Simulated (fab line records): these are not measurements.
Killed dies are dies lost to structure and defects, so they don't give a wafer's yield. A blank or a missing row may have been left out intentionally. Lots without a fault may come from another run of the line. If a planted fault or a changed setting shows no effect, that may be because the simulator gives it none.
fab line records	flow n5_finfet
record lots=5	wafers=14	last_day=16
route steps=1938 shown BEOL_M11@1580 BEOL_M12@1602 PASSIVATION@1936
lots that met no fault: from a run of the same line without faults
start_h: the number of hours between the record's first day and the start of the first shown wafer of the lot	wait_h: how many hours have passed since the lot's step before this one	" the same as in the row above	L1.1+2: a single row standing in for several wafers	- no value present, or no start provided	* or withheld: withheld	< > ~ a bound
route shown NAME@n: names a module that has steps shown in the file, with the first one's number in the route	usual: mean and standard deviation over wafers with no fault	same: alike in all rows	chamber/n: place in a boat	sites: each site's reading	_std_site: how widely they spread, as a standard deviation	_edge_site: mean of outer sites minus mean of inner sites	radius_mm: how far each site lies from the wafer's centre	mask NAME#n: copy n	behind: tool/chamber where the wafer was last shaped	hold: reason for holding the lot/hours on hold/outcome of the hold	device: which transistor (n, p or np) failed to switch	end of line: the tests these same wafers got at the end of their route	where a step has no rows: the recipe by itself	killed: the dies lost at the first sort to structure and to defects; this is not the yield of the wafer	map: dies across one wafer; x = killed, . = not, _ = none there
set.NAME: setting as actually run; set.NAME@STEP: the setting as run at that earlier step	model.NAME: the simulator's own value behind a step, which no gauge read
certain route steps with their lots: each step a table, each wafer a row
services: a tool's chamber out of use, with start hour (start_h, from the record's first day; less than 0 if before it), hours out, and reason
## steps
# step N5_BEOL_M11_STRIP_77
# recipe chemistry=N2/H2	time_s=10	power_w=450	temp_c=40	pressure_mtorr=20	rf_frequency_hz=6e+07	bias_power_w=7	n2_flow_sccm=200	h2_flow_sccm=200
# usual drypump_motor_current_A=5.5/0.37	h2_flow_sccm=200.0/0.57	oes_product_au=0.76/0.077	rf_vpp_V=59.0/0.89	showerhead_plenum_p_Torr=2.48/0.092	throttle_valve_pct=23.87/0.22
lot.wafer	tool	chamber	start_h	wait_h	drypump_motor_current_A	h2_flow_sccm	oes_product_au	rf_hours_counter_h	rf_vpp_V	showerhead_plenum_p_Torr	throttle_valve_pct
L451.1	rie_diel-04	3	-	-	4.9	200.8	0.72	215	58.2	2.51	23.66
L451.3	"	2	"	"	4.9	201.2	0.88	52	60.0	2.48	23.43
L451.4	"	1	"	"	5.5	200.2	0.94	23	59.2	2.58	24.17
L456.1	rie_diel-03	2	-	-	5.2	199.8	0.71	201	58.9	2.63	23.97
L456.3	"	0	"	"	5.7	199.3	0.74	160	57.9	2.34	24.02
L456.4	"	3	"	"	5.7	199.3	0.73	180	58.3	2.42	23.88
L465.2	rie_diel-03	0	-	-	5.7	199.6	0.72	185	57.1	2.33	24.02
L465.4	"	1	"	"	5.6	200.5	0.69	242	60.0	2.51	23.82
L465.5	"	2	"	"	5.2	200.1	0.69	-	58.9	2.62	23.99
L467.2	rie_diel-04	0	-	-	6.0	200.7	0.75	180	59.0	2.43	23.83
L467.5	"	0	"	"	6.0	200.3	0.75	-	60.2	2.43	23.83
L467.6	"	1	"	"	5.5	200.4	0.86	-	60.1	2.57	24.20
L470.1	rie_diel-03	3	-	-	5.7	199.0	0.71	217	61.1	2.41	23.94
L470.4	"	2	"	"	5.2	201.1	0.68	-	59.6	2.61	24.03
# step N5_BEOL_M11_OCD_MEAS_38
# usual trench_depth_nm=147.3/2.1
lot.wafer	tool	chamber	start_h	wait_h	trench_depth_nm
L451.1	ocd-01	-	248.28	-	149.6
L451.3	"	-	"	"	147.3
L451.4	"	-	"	"	151.1
L456.1	ocd-02	-	267.12	-	145.1
L456.3	"	-	"	"	145.2
L456.4	"	-	"	"	146.6
L465.2	ocd-01	-	324.62	-	146.2
L465.4	"	-	"	"	147.1
L465.5	"	-	"	"	146.6
L467.2	ocd-02	-	335.18	-	149.4
L467.5	"	-	"	"	149.3
L467.6	"	-	"	"	151.4
L470.1	ocd-02	-	352.46	-	145.2
L470.4	"	-	"	"	145.4
# step N5_BEOL_M11_HM_STRIP_39
# recipe chemistry=peroxide_tin_strip	material=TiN	target_depth_a=250	temp_c=50	time_s=158
# step N5_BEOL_M11_SRD_40
# recipe time_s=30	temp_c=23	rinse_liquid=diw	dry=ipa_marangoni
# step N5_BEOL_M11_PRECLEAN_42
# recipe chemistry=residue_remover	time_s=60	temp_c=40
# step N5_BEOL_M11_SRD_43
# recipe time_s=30	temp_c=23	rinse_liquid=diw	dry=ipa_marangoni
# step N5_BEOL_M11_CD_MEAS_35
# recipe target_cd_nm=70	polarity=opening
# usual cd_nm=70.3/0.79
lot.wafer	tool	chamber	start_h	wait_h	cd_nm
L451.1	cd_sem-02	-	248.43	0.0	71.2
L451.3	"	-	"	"	69.0
L451.4	"	-	"	"	70.0
L456.1	cd_sem-02	-	267.28	0.0	71.6
L456.3	"	-	"	"	70.4
L456.4	"	-	"	"	70.4
L465.2	cd_sem-02	-	324.77	0.0	70.4
L465.4	"	-	"	"	70.1
L465.5	"	-	"	"	70.7
L467.2	cd_sem-01	-	335.34	0.0	70.5
L467.5	"	-	"	"	69.5
L467.6	"	-	"	"	70.1
L470.1	cd_sem-03	-	352.61	0.0	71.0
L470.4	"	-	"	"	70.1
# step N5_BEOL_M11_CURE_72
# recipe temp_c=370	time_s=120	ambient=DMADMS/He	material=SiCOH_lowk
# step N5_BEOL_M11_DEGAS_44
# recipe ambient=vacuum	temp_c=250	time_s=60
# step N5_BEOL_M11_PRE_CLEAN_45
# recipe gas=H2/He	time_s=30	temp_c=250
# step N5_BEOL_M11_ALD_74
# recipe material=TaN	target_thk_a=20	temp_c=275	ald_precursor_family=PDMAT	ald_co_reactant=NH3	pressure_torr=3	carrier_flow_sccm=1500	pulse_time_s=2	purge_time_s=3	co_reactant_purge_time_s=2	co_reactant_pulse_time_s=3	ald_cycles=40	precursor_vessel_temp_c=75	precursor_vessel_pressure_torr=26.25	precursor_vessel_carrier_sccm=1000
# step N5_BEOL_M11_SURFACE_TREAT_76
# recipe gas=Ar	time_s=*	ion_energy_ev=*	ion_current_ma_cm2=0.5	pressure_mtorr=*	ar_flow_sccm=30
# usual throttle_valve_pct=*
lot.wafer	tool	chamber	start_h	wait_h	throttle_valve_pct
L451.1	pvd_sputter-03	-	250.50	0.2	*
L451.3	"	-	"	"	*
L451.4	"	-	"	"	*
L456.1	pvd_sputter-01	-	268.13	0.2	*
L456.3	"	-	"	"	*
L456.4	"	-	"	"	*
L465.2	pvd_sputter-02	-	325.75	0.3	*
L465.4	"	-	"	"	*
L465.5	"	-	"	"	*
L467.2	pvd_sputter-01	-	337.79	0.2	*
L467.5	"	-	"	"	*
L467.6	"	-	"	"	*
L470.1	pvd_sputter-02	-	353.51	0.2	*
L470.4	"	-	"	"	*
# step N5_BEOL_M11_CVD_75
# recipe material=Co	target_thk_a=20	temp_c=withheld	precursor=CCTBA/H2	pressure_torr=30	time_s=138.9
lot.wafer	tool	chamber	start_h	wait_h
L451.1+3+4	cvd_co-01	2,1,1	250.57	0.1
L456.1+3+4	cvd_co-01	1,0,1	268.19	0.0
L465.2+4+5	cvd_co-01	2,0,1	325.81	0.0
L467.2+5+6	cvd_co-02	0,2,1	337.85	0.0
L470.1+4	cvd_co-02	2,1	353.80	0.3
# step N5_BEOL_M11_SPUTTER_48
# recipe material=Cu	target_thk_a=120	temp_c=-20	bias_v=60	power_w=26000	chamber_pressure_pa=0.13	time_s=2
# step N5_BEOL_M11_ECD_50
# recipe material=Cu	target_thk_a=3180
# step N5_BEOL_M11_ANNEAL_51
# recipe temp_c=225	time_s=90	ambient=N2
# step N5_BEOL_M11_CMP_52
# recipe stop_on=SiCOH_lowk	t_overpolish_s=7	down_force_psi=1	platen_rpm=50	clearing_platen_down_force_psi=1.5	clearing_platen_rpm=50	post_cmp_clean=cu_alkaline	target_thk_nm=140	clearing_platen_pad_velocity_m_s=0.99484	pad_velocity_m_s=0.99484
# step N5_BEOL_M11_THK_MEAS_53
# recipe thk_meas_gauge=xrf	reads=Cu_of_BEOL_M11_ECD_50
# usual M11_THK=137.4/2.3
lot.wafer	tool	chamber	start_h	wait_h	M11_THK[nm]
L451.1	film_metro-01	-	251.54	-	139.1
L451.3	"	-	"	"	136.2
L451.4	"	-	"	"	139.2
L456.1	film_metro-02	-	269.51	-	135.6
L456.3	"	-	"	"	135.9
L456.4	"	-	"	"	138.4
L465.2	film_metro-02	-	327.01	-	135.7
L465.4	"	-	"	"	134.8
L465.5	"	-	"	"	135.6
L467.2	film_metro-01	-	338.84	-	138.6
L467.5	"	-	"	"	139.1
L467.6	"	-	"	"	142.1
L470.1	film_metro-01	-	354.99	-	133.5
L470.4	"	-	"	"	135.7
# step N5_BEOL_M11_PRE_CLEAN_55
# recipe gas=NH3	time_s=15	temp_c=withheld	rf_power_w=300
# step N5_BEOL_M11_DEP_56
# recipe material=SiCN	target_thk_a=300	temp_c=withheld	precursor=3MS/NH3	pressure_torr=3	rf_w=675	time_s=10.5
# step N5_BEOL_M11_RS_MEAS_57
# recipe thk_meas_gauge=four-point-probe	reads=Cu_of_BEOL_M11_ECD_50+Co_of_BEOL_M11_CVD_75+TaN_of_BEOL_M11_ALD_74
# usual M11_RS=0.1527/0.003
lot.wafer	tool	chamber	start_h	wait_h	M11_RS[ohm/sq]
L451.1	film_metro-01	-	251.67	0.0	0.1496
L451.3	"	-	"	"	0.1527
L451.4	"	-	"	"	0.1490
L456.1	film_metro-02	-	269.64	0.0	0.1551
L456.3	"	-	"	"	0.1546
L456.4	"	-	"	"	0.1519
L465.2	film_metro-02	-	327.13	0.0	0.1548
L465.4	"	-	"	"	0.1558
L465.5	"	-	"	"	0.1534
L467.2	film_metro-01	-	338.97	0.0	0.1521
L467.5	"	-	"	"	0.1512
L467.6	"	-	"	"	0.1476
L470.1	film_metro-01	-	355.14	0.1	0.1567
L470.4	"	-	"	"	0.1542
# step N5_BEOL_M12_ILD_DEP_00
# recipe material=SiOC	target_thk_a=6589.2	temp_c=350	precursor=DEMS/O2	pressure_torr=5	rf_w=500	time_s=130.7
# step N5_BEOL_M12_THK_MEAS_01
# recipe reads=SiOC_of_BEOL_M12_ILD_DEP_00
# usual M12_ILD_THK=663/8.5
lot.wafer	tool	chamber	start_h	wait_h	M12_ILD_THK[nm]
L451.1	film_metro-01	-	251.86	0.1	657
L451.3	"	-	"	"	659
L451.4	"	-	"	"	671
L456.1	film_metro-02	-	269.83	0.1	655
L456.3	"	-	"	"	643
L456.4	"	-	"	"	668
L465.2	film_metro-01	-	327.33	0.1	664
L465.4	"	-	"	"	672
L465.5	"	-	"	"	666
L467.2	film_metro-02	-	339.21	0.1	652
L467.5	"	-	"	"	658
L467.6	"	-	"	"	660
L470.1	film_metro-01	-	355.34	0.1	655
L470.4	"	-	"	"	658
# step N5_BEOL_M12_COAT_58
# recipe resist=BARC	temp_c=205	time_s=60	spin_rpm=1500	resist_thk_nm=89
# step N5_BEOL_M12_COAT_04
# recipe spin_rpm=1625	resist_thk_nm=400
# step N5_BEOL_M12_EBR_06
# recipe solvent=PGMEA	ebr_width_mm=1.5
# step N5_BEOL_M12_SOFTBAKE_05
# recipe temp_c=130	time_s=60
# step N5_BEOL_M12_EXPOSE_07
# recipe mask_id=V11	na=0.93	source_shape=conventional	sigma_outer=0.6	polarization=unpolarized	attpsm_phase_deg=180	dose_mj=32.5
# step N5_BEOL_M12_PEB_08
# recipe peb_temp_c=130	peb_time_s=90
# step N5_BEOL_M12_DEVELOP_09
# recipe develop_time_s=45	rinse_liquid=diw	dry=air_spin	dev_temp_c=21
# step N5_BEOL_M12_HARDBAKE_14
# recipe temp_c=130	time_s=120
# step N5_BEOL_M12_CD_MEAS_10
# recipe target_cd_nm=140	landing_energy_ev=500	detector=se_inlens	polarity=opening
# usual cd_nm=141.0/1.8
# same landing_energy_ev=500
lot.wafer	tool	chamber	start_h	wait_h	cd_nm
L451.1	cd_sem-01	0	252.29	-	144.3
L451.3	"	0	"	"	142.5
L451.4	"	0	"	"	142.6
L456.1	cd_sem-01	0	270.14	-	141.2
L456.3	"	0	"	"	142.2
L456.4	"	0	"	"	140.1
L465.2	cd_sem-03	0	327.63	-	139.5
L465.4	"	0	"	"	138.7
L465.5	"	0	"	"	136.7
L467.2	cd_sem-02	0	339.51	-	142.9
L467.5	"	0	"	"	144.2
L467.6	"	0	"	"	141.5
L470.1	cd_sem-03	0	355.64	-	140.1
L470.4	"	0	"	"	143.7
# step N5_BEOL_M12_OVL_MEAS_11
# recipe points_per_wafer=44
# usual V11_OVL=-1/5.1
lot.wafer	tool	chamber	start_h	wait_h	V11_OVL[nm]
L451.1	overlay-01	0	252.32	0.0	-4
L451.3	"	0	"	"	-3
L451.4	"	0	"	"	-10
L456.1	overlay-01	0	270.17	0.0	-10
L456.3	"	0	"	"	-9
L456.4	"	0	"	"	-2
L465.2	overlay-01	0	327.66	0.0	-6
L465.4	"	0	"	"	-5
L465.5	"	0	"	"	-5
L467.2	overlay-02	0	339.54	0.0	-2
L467.5	"	0	"	"	-2
L467.6	"	0	"	"	-4
L470.1	overlay-02	0	355.67	0.0	4
L470.4	"	0	"	"	-2
# step N5_BEOL_M12_DESCUM_15
# recipe chemistry=O2	time_s=7.9	source_power_w=50	bias_power_w=20	pressure_mtorr=20	rf_frequency_hz=2.712e+07	temp_c=40	o2_flow_sccm=225
# usual drypump_motor_current_A=6.0/0.49	oes_product_au=0.79/0.084	rf_vpp_V=243.2/1.3	showerhead_plenum_p_Torr=2.09/0.073	throttle_valve_pct=20.40/0.15
lot.wafer	tool	chamber	start_h	wait_h	drypump_motor_current_A	oes_product_au	rf_hours_counter_h	rf_vpp_V	showerhead_plenum_p_Torr	throttle_valve_pct
L451.1	rie_diel-02	3	252.38	0.0	6.6	0.73	182	243.8	2.08	20.48
L451.3	"	1	"	"	5.4	0.69	219	242.6	2.05	20.43
L451.4	"	3	"	"	6.6	0.72	-	241.9	2.08	20.50
L456.1	rie_diel-02	0	270.28	0.1	6.0	0.76	141	242.2	1.99	20.31
L456.3	"	2	"	"	6.4	0.84	78	244.0	2.20	20.23
L456.4	"	1	"	"	5.5	0.69	225	242.3	2.05	20.44
L465.2	rie_diel-02	0	327.72	0.0	6.0	0.75	160	242.3	1.98	20.35
L465.4	"	1	"	"	5.4	0.67	245	242.8	2.04	20.47
L465.5	"	2	"	"	6.4	0.81	-	245.3	2.19	20.25
L467.2	rie_diel-01	3	339.60	0.0	5.8	0.84	78	242.6	2.11	20.44
L467.5	"	3	"	"	5.9	0.84	-	244.6	2.11	20.44
L467.6	"	2	"	"	4.8	0.70	-	242.5	2.16	20.69
L470.1	rie_diel-02	2	355.73	0.0	6.4	0.80	112	245.4	2.18	20.28
L470.4	"	0	"	"	6.0	0.73	-	241.9	1.98	20.37
# step N5_BEOL_M12_ETCH_59
# recipe chemistry=N2/H2	target=BARC	target_depth_a=890	overetch_a=267	time_s=67.9	ion_energy_ev=200	pressure_mtorr=30	source_w=840	bias_w=150	n2_flow_sccm=200	h2_flow_sccm=200
# usual drypump_motor_current_A=6.0/0.49	h2_flow_sccm=200.0/0.55	oes_product_au=0.67/0.066	rf_vpp_V=523.9/2.4	showerhead_plenum_p_Torr=2.54/0.091	throttle_valve_pct=17.84/0.12
lot.wafer	tool	chamber	start_h	wait_h	drypump_motor_current_A	h2_flow_sccm	oes_product_au	rf_hours_counter_h	rf_vpp_V	showerhead_plenum_p_Torr	throttle_valve_pct
L451.1	rie_diel-02	3	252.42	0.0	6.6	200.1	0.62	182	523.4	2.51	17.87
L451.3	"	1	"	"	5.4	199.7	0.60	219	523.8	2.51	17.98
L451.4	"	3	"	"	6.6	200.9	0.62	-	525.2	2.50	17.88
L456.1	rie_diel-02	0	270.31	0.0	6.0	199.3	0.65	141	522.2	2.43	17.76
L456.3	"	2	"	"	6.4	199.6	0.71	78	526.0	2.69	17.73
L456.4	"	1	"	"	5.4	200.5	0.59	225	523.0	2.51	17.99
L465.2	rie_diel-02	0	327.75	0.0	6.0	199.8	0.63	160	520.6	2.42	17.78
L465.4	"	1	"	"	5.4	199.6	0.59	245	522.5	2.50	18.02
L465.5	"	2	"	"	6.4	200.0	0.69	-	526.9	2.68	17.78
L467.2	rie_diel-01	3	339.63	0.0	5.9	200.3	0.70	78	524.7	2.58	18.00
L467.5	"	3	"	"	5.9	200.3	0.70	-	524.9	2.58	18.02
L467.6	"	2	"	"	4.8	199.1	0.60	-	526.0	2.60	18.10
L470.1	rie_diel-02	2	355.76	0.0	6.4	199.7	0.67	112	528.1	2.67	17.80
L470.4	"	0	"	"	6.0	199.9	0.62	-	520.8	2.42	17.82
# step N5_BEOL_M12_VIA_ETCH_16
# recipe chemistry=C4F8/O2/Ar	target=SiOC	pressure_mtorr=30	source_w=3000	bias_w=700	Ar_flow_sccm=400	C4F8_flow_sccm=15	O2_flow_sccm=8	he_inner_torr=15	he_outer_torr=30	target_depth_a=7248	time_s=withheld	ion_energy_ev=250	ends=cleared
# step N5_BEOL_M12_STRIP_63
# recipe chemistry=N2/H2	power_w=1000	temp_c=250	h2_frac=0.65	overash_fraction=0.3	pressure_mtorr=1000	n2_flow_sccm=1750	h2_flow_sccm=3250
# usual drypump_motor_current_A=6.4/0.39	h2_flow_sccm=3251/9.5	heater_power_w=360/36	oes_product_au=0.693/0.0049	strip_time_to_endpoint_s=42.1/0.91
lot.wafer	tool	chamber	start_h	wait_h	drypump_motor_current_A	h2_flow_sccm	heater_power_w	oes_product_au	rf_hours_counter_h	strip_time_to_endpoint_s
L451.1	plasma_asher-01	0	252.67	-	6.7	3245	401	0.689	74	41.7
L451.3	"	0	"	"	6.7	3246	384	0.686	-	41.7
L451.4	"	1	"	"	5.8	3254	362	0.694	-	40.8
L456.1	plasma_asher-01	1	270.56	-	5.8	3256	360	0.694	78	42.9
L456.3	"	1	"	"	5.8	3253	362	0.700	-	43.4
L456.4	"	0	"	"	6.7	3265	399	0.686	-	41.1
L465.2	plasma_asher-02	0	328.00	-	6.7	3250	382	0.692	139	41.8
L465.4	"	0	"	"	6.7	3256	374	0.692	-	40.6
L465.5	"	1	"	"	6.3	3243	299	0.689	-	41.5
L467.2	plasma_asher-02	0	339.89	-	6.7	3253	376	0.695	141	42.3
L467.5	"	1	"	"	6.4	3252	298	0.695	-	41.8
L467.6	"	0	"	"	6.7	3251	377	0.700	-	42.3
L470.1	plasma_asher-02	0	356.02	-	6.7	3238	369	0.690	144	42.9
L470.4	"	1	"	"	6.4	3243	290	0.698	-	42.9
# step N5_BEOL_M12_STRIP_64
# recipe chemistry=N2/H2	power_w=1000	temp_c=250	h2_frac=0.65	overash_fraction=0.3	pressure_mtorr=withheld	n2_flow_sccm=1750	h2_flow_sccm=3250
# step N5_BEOL_M12_STRIP_71
# recipe chemistry=post_etch_residue_remover	time_s=60	temp_c=25	remover_ph=withheld	remover_water_wt_pct=withheld	remover_fluoride_wt_pct=withheld
# step N5_BEOL_M12_SRD_72
# recipe time_s=30	temp_c=23	rinse_liquid=diw	dry=n2_spin	spin_rpm=1500	dry_time_s=30
# step N5_PASSIVATION_PROBE_49
# usual defect_limited_yield=91.0/1.5	killed_at_M0_to_M3=35/12	killed_at_M4_up=15/5.8	killed_at_contacts=14/7.2	killed_at_front_end=40/10	killed_at_other=3/3	killed_dies=106/18	killed_on_rim=14/4	killed_open=68/14	killed_short=35/7.2	sort_bin_4_leakage=0.00/0.0071	sort_bin_5_function=5.2/0.96	sort_bin_6_memory=3.3/0.69	sort_bin_8_speed=0.00/0.022	sort_n_pass=1074/18	sort_yield_pct=91.0/1.5
# same gross_dies=1180	killed_at_back_side=0
lot.wafer	tool	chamber	start_h	wait_h	defect_limited_yield[%]	killed_at_M0_to_M3	killed_at_M4_up	killed_at_contacts	killed_at_front_end	killed_at_other	killed_dies	killed_on_rim	killed_open	killed_short	sort_bin_4_leakage[%]	sort_bin_5_function[%]	sort_bin_6_memory[%]	sort_bin_8_speed[%]	sort_n_pass	sort_yield_pct[%]
L451.1	prober-02	-	298.63	0.0	94.2	21	8	2	37	1	69	10	43	23	0	3.4	2.2	0	1111	94.2
L451.3	prober-02	-	298.73	0.1	91.2	37	12	11	44	0	104	9	64	37	0	5.7	3.1	0	1076	91.2
L451.4	prober-02	-	298.78	0.2	92.4	39	10	2	37	2	90	12	44	43	0	4.9	2.2	0	1090	92.4
L456.1	prober-01	-	308.26	0.0	87.1	52	16	18	65	1	152	19	92	50	0	7.9	3.9	0	1028	87.1
L456.3	prober-01	-	308.36	0.1	90.2	47	13	22	31	3	116	22	77	36	0	5.8	3.8	0	1064	90.2
L456.4	prober-01	-	308.41	0.2	90.8	49	7	18	32	2	108	21	64	42	0	5.9	2.9	0	1072	90.8
L465.2	prober-02	-	365.15	0.6	90.6	38	16	17	37	3	111	15	67	36	0	4.9	3.9	0	1069	90.6
L465.4	prober-02	-	365.25	0.7	91.0	48	17	6	35	0	106	12	76	30	0	5.8	3.1	0	1074	91.0
L465.5	prober-02	-	365.30	0.7	81.8	43	133	4	26	9	215	14	52	38	0	10.9	4.2	0	965	81.8
L467.2	prober-02	-	378.10	0.1	93.2	40	8	5	27	0	80	11	46	28	0.08	3.6	2.5	0	1099	93.1
L467.5	prober-02	-	378.25	0.2	92.3	43	9	5	32	2	91	12	53	38	0	4.0	3.2	0	1089	92.3
L467.6	prober-02	-	378.30	0.3	92.0	40	7	3	36	8	94	16	67	26	0	4.2	3.3	0	1086	92.0
L470.1	prober-02	-	391.52	0.0	89.6	49	13	16	38	7	123	12	81	42	0	6.0	3.7	0	1057	89.6
L470.4	prober-02	-	391.67	0.2	93.0	29	11	14	25	4	83	9	57	24	0	4.7	2.2	0.08	1097	93.0
# killed by level:class
L451.1 FIN_SAQP:geometric_particle:short=10 BEOL_M3:geometric_particle:open=8 BEOL_M2:geometric_particle:open=7 GATE_CUT:geometric_particle:open=4 GATE_CUT:geometric_particle:short=4 STARTING-WAFER:geometric_particle:open=4 STI_FIN_REVEAL:geometric_particle:open=3 FIN_SAQP:geometric_particle:open=2
L451.3 BEOL_M0_SAQP:geometric_particle:short=12 MOL_CONTACT_COAG:geometric_particle:open=9 BEOL_M0_SAQP:geometric_particle:open=9 FIN_SAQP:geometric_particle:short=7 DUMMY_GATE:geometric_particle:open=7 BEOL_M4:geometric_particle:open=7 ILD0:geometric_particle:open=6 BEOL_M1:geometric_particle:open=6
L451.4 BEOL_M0_SAQP:geometric_particle:short=9 FIN_SAQP:geometric_particle:short=8 GATE_CUT:geometric_particle:short=8 BEOL_M3:geometric_particle:open=8 BEOL_M0_SAQP:geometric_particle:open=8 BEOL_M2:geometric_particle:open=6 SPACER0:geometric_particle:short=4 BEOL_M6:geometric_particle:open=4
L456.1 FIN_SAQP:geometric_particle:short=17 MOL_CONTACT_COAG:geometric_particle:open=17 BEOL_M2:geometric_particle:open=15 STI_FIN_REVEAL:geometric_particle:open=11 BEOL_M1:geometric_particle:open=11 BEOL_M0_SAQP:geometric_particle:short=10 HKMG_FIN:area_etch=8 GATE_CUT:geometric_particle:short=7
L456.3 MOL_CONTACT_COAG:geometric_particle:open=18 BEOL_M2:geometric_particle:open=15 BEOL_M1:geometric_particle:open=10 BEOL_M0_SAQP:geometric_particle:short=7 BEOL_M4:geometric_particle:open=5 STARTING-WAFER:geometric_particle:open=5 FIN_SAQP:geometric_particle:short=4 STI_FIN_REVEAL:geometric_particle:open=4
L456.4 MOL_CONTACT_COAG:geometric_particle:open=15 FIN_SAQP:geometric_particle:open=11 BEOL_M0_SAQP:geometric_particle:short=10 BEOL_M2:geometric_particle:open=10 FIN_SAQP:geometric_particle:short=9 BEOL_M0_SAQP:geometric_particle:open=8 BEOL_M3:geometric_particle:open=7 BEOL_M2:geometric_particle:short=6
L465.2 BEOL_M2:geometric_particle:open=15 FIN_SAQP:geometric_particle:short=10 MOL_CONTACT_COAG:geometric_particle:open=10 FIN_SAQP:geometric_particle:open=9 BEOL_M4:geometric_particle:open=8 BEOL_M3:geometric_particle:open=7 MOL_CONTACT_COAG:geometric_particle:short=6 HKMG_FIN:area_etch=6
L465.4 BEOL_M0_SAQP:geometric_particle:open=13 BEOL_M4:geometric_particle:open=11 BEOL_M3:geometric_particle:open=9 BEOL_M0_SAQP:geometric_particle:short=7 BEOL_M2:geometric_particle:open=7 FIN_SAQP:geometric_particle:open=5 ILD0:geometric_particle:open=5 MOL_CONTACT_COAG:geometric_particle:open=5
L465.5 BEOL_M11:unspecified=120 BEOL_M0_SAQP:geometric_particle:open=13 BEOL_M0_SAQP:geometric_particle:short=10 BEOL_M2:geometric_particle:open=9 FIN_SAQP:geometric_particle:short=7 BEOL_M4:geometric_particle:open=6 BEOL_M3:geometric_particle:open=5 FIN_SAQP:geometric_particle:open=4
L467.2 BEOL_M0_SAQP:geometric_particle:short=11 BEOL_M0_SAQP:geometric_particle:open=8 BEOL_M3:geometric_particle:open=7 BEOL_M2:geometric_particle:open=6 HKMG_FIN:area_etch=6 STI_FIN_REVEAL:geometric_particle:open=5 MOL_CONTACT_COAG:geometric_particle:open=5 FIN_SAQP:geometric_particle:open=4
L467.5 BEOL_M3:geometric_particle:open=16 FIN_SAQP:geometric_particle:short=11 BEOL_M0_SAQP:geometric_particle:short=9 BEOL_M1:geometric_particle:open=8 GATE_CUT:geometric_particle:short=5 MOL_CONTACT_COAG:geometric_particle:open=5 BEOL_M4:geometric_particle:open=5 BEOL_M0_SAQP:geometric_particle:open=4
L467.6 BEOL_M3:geometric_particle:open=11 STI_FIN_REVEAL:geometric_particle:open=10 FIN_SAQP:geometric_particle:open=7 BEOL_M2:geometric_particle:open=7 GATE_CUT:geometric_particle:open=6 BEOL_M0_SAQP:geometric_particle:open=6 BEOL_M4:geometric_particle:open=5 PASS1_CAP:geometric_particle:open=5
L470.1 BEOL_M2:geometric_particle:open=20 MOL_CONTACT_COAG:geometric_particle:open=14 GATE_CUT:geometric_particle:short=6 GATE_CUT:geometric_particle:open=6 BEOL_M0:geometric_particle:open=6 STI_FIN_REVEAL:geometric_particle:open=5 BEOL_M0_SAQP:geometric_particle:short=5 BEOL_M1:geometric_particle:open=5
L470.4 MOL_CONTACT_COAG:geometric_particle:open=12 STI_FIN_REVEAL:geometric_particle:open=11 BEOL_M0_SAQP:geometric_particle:open=5 BEOL_M2:geometric_particle:open=5 BEOL_M0:geometric_particle:open=4 BEOL_M3:geometric_particle:open=4 BEOL_M4:geometric_particle:open=4 STARTING-WAFER:geometric_particle:open=4
# map L465.5 (x killed, . not)
_________________....x..x....________________
______________.........x......x._____________
___________.....x..................__________
__________.........xx.x..x.........._________
________....x........................._______
_______x............x..........x.......______
______xx..........x....x............x.x._____
_____.............x....x.....x..x........____
____...............x......................___
___.x.....................x....x......x....__
___.........................x..............__
__.......x......x....x..x........x.........._
__...x..........xx................xx........_
_.x................x...x...x.............x...
_........x...x.x....x.......x........x.......
_...............x.....x.............x.xx.....
_................xxxx...........x..........x.
_x......x......xxxxx.xxx.x....x.......x......
_....x.........x.xxxxxx..x.x............x....
_...x........x.xxxxxxxxxx.x..x...............
_..x.....x..xxx.xxxxxxxxxx.x.x.............x.
__..........xxxxxxxxxxxxxxx.....x..........._
__.........x.xxxxxxxxxxxx...x..............._
___.....x..x.xxxxxxxxxxxx..x...............__
___..........xxxxxxxxxxxxx.x.....x.........__
____..........xxxxxxxxxxx.................___
_____.........x.xxxx.xxxxxx..............____
______.....x.....x.....x...xx..........x_____
_______....x........xx........x.......x______
________........................x....._______
__________....x..............x......_________
___________........................__________
______________x....x............_____________
_________________............________________
# map L451.3 (x killed, . not)
_________________............________________
______________...........x......_____________
___________..............xx..x.....__________
__________.x......x......x..x....x.._________
________..........x..................._______
_______...................x.x..........______
______....x.........x...............x..._____
_____.x...........x..x...................____
____.......x....x.........................___
___..x..x.........x.x......................__
___..x...........x........................x__
__........x.....x.....x....x................_
__........xx......................x..x...x.._
_.............x............x.................
_....x......x................................
_...........x...............................x
_.......x......x........x....x...............
_.........x.................x......x.........
_....xx............x....x..x...............x.
_x.........x.............x.............x.x...
_...............x.......x....................
__....x...........................x........._
__.....x.x..............x......x...x........_
___....x.........................x........x__
___........x...........xx..x..x............__
____.....x....xx......x....x...........x..___
_____......x...xx............x...x......x____
______........x...x..........x......x..._____
_______..x.............................______
________....x.................x......._______
__________...x..x..............x...._________
___________.........x......x.......__________
______________.............x...._____________
_________________.x......x...________________
## services
tool	chamber	start_h	hours	kind
cvd_co-02	-	225.47	2.8	pm
rie_diel-01	1	244.89	-	clean
rie_diel-01	1	244.89	-	consumable_replace:focus_ring
rie_diel-01	1	244.89	16.2	scheduled_down
rie_diel-01	1	244.89	16.2	vent_cycle
rie_diel-02	2	248.76	6.5	repair
rie_diel-01	-	253.57	0.8	repair
cvd_co-02	2	273.88	8.6	repair
plasma_asher-02	-	293.27	14.6	pm
plasma_asher-02	-	311.41	0.8	repair
cvd_co-02	-	325.96	6.9	pm
rie_diel-01	0	325.99	3.7	repair
cvd_co-01	1	333.33	-	clean
cvd_co-01	1	333.33	22.0	scheduled_down
cvd_co-01	1	333.33	22.0	vent_cycle
rie_diel-01	-	335.81	0.4	repair
rie_diel-04	3	337.03	-	clean
rie_diel-02	1	341.39	-	clean
rie_diel-02	1	341.39	-	consumable_replace:focus_ring
rie_diel-03	1	343.93	-	clean
rie_diel-03	1	343.93	-	consumable_replace:focus_ring
rie_diel-03	1	343.93	22.8	scheduled_down
rie_diel-03	1	343.93	22.8	vent_cycle
rie_diel-02	3	345.83	8.4	repair
## key
first_sign step=N5_PASSIVATION_PROBE_49	reading=killed_at_M4_up	direction=up	sigmas=20	usual=15	struck=133
effect step=N5_PASSIVATION_PROBE_49	reading=killed_dies	direction=up	sigmas=6	usual=106	struck=215
more_kills_born_at N5_BEOL_M11_CVD_75@cvd_co-01=120
met_at N5_BEOL_M11_CVD_75
struck_wafers L465.5
onset_between 268.19 325.81
fault kind=chamber_particle_source	tool=cvd_co-01	chamber=1	onset_h=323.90	steps=N5_BEOL_M11_CVD_75	rate_per_visit_cm2=0.93984	end_h=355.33
